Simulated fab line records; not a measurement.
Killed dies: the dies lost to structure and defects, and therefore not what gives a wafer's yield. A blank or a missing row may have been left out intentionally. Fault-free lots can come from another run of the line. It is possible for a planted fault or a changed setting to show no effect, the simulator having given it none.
Matching of chambers    flow nand-harc    ald-metal-01 running NHARC_A_WL_FILL_ALD_02: 4 sister chambers
The step deposits TiN, target thk 2 nm, pulse time 3 s, ald cycles 100. 4 wafers are shown with their chamber, then 8 later ones without.

EACH WAFER AND ITS CHAMBER
wafer   chamber  heater-power-w (W)
L085.3  1        1080
L083.3  0        1240
L083.5  3        1033
L090.2  2        956

WAFERS WITH NO CHAMBER GIVEN
wafer   heater-power-w (W)
L090.3  1085
L090.6  1012
L092.3  1205
L092.5  1041
L092.6  1228
L097.1  958
L097.5  937
L097.6  1063

WHICH CHAMBER EACH ONE RAN IN
wafer   from the rows above      in truth
L090.3  1                        1
L090.6  can't be placed: 3 or 2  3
L092.3  0                        0
L092.5  can't be placed: 3 or 1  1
L092.6  0                        0
L097.1  2                        2
L097.5  2                        2
L097.6  can't be placed: 1 or 3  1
Correctly placed: 5 of 8. Not placeable from these rows: 3 (in 3, the candidates include the true chamber). Placed wrongly: 0.
How it was worked out, from the rows above alone: a wafer's distance from a chamber is the root of the sum, over the readings, of the square of ((its reading less the chamber's mean) divided by the reading's scatter). If the next closest chamber is less than 2 further off than the closest, the wafer can't be placed; otherwise it belongs to the closest. A chamber's mean is the mean of its shown wafers. The scatter (one wafer shown for each chamber): square how far every hidden wafer sits from the nearest shown wafer, average those squares and take the square root.
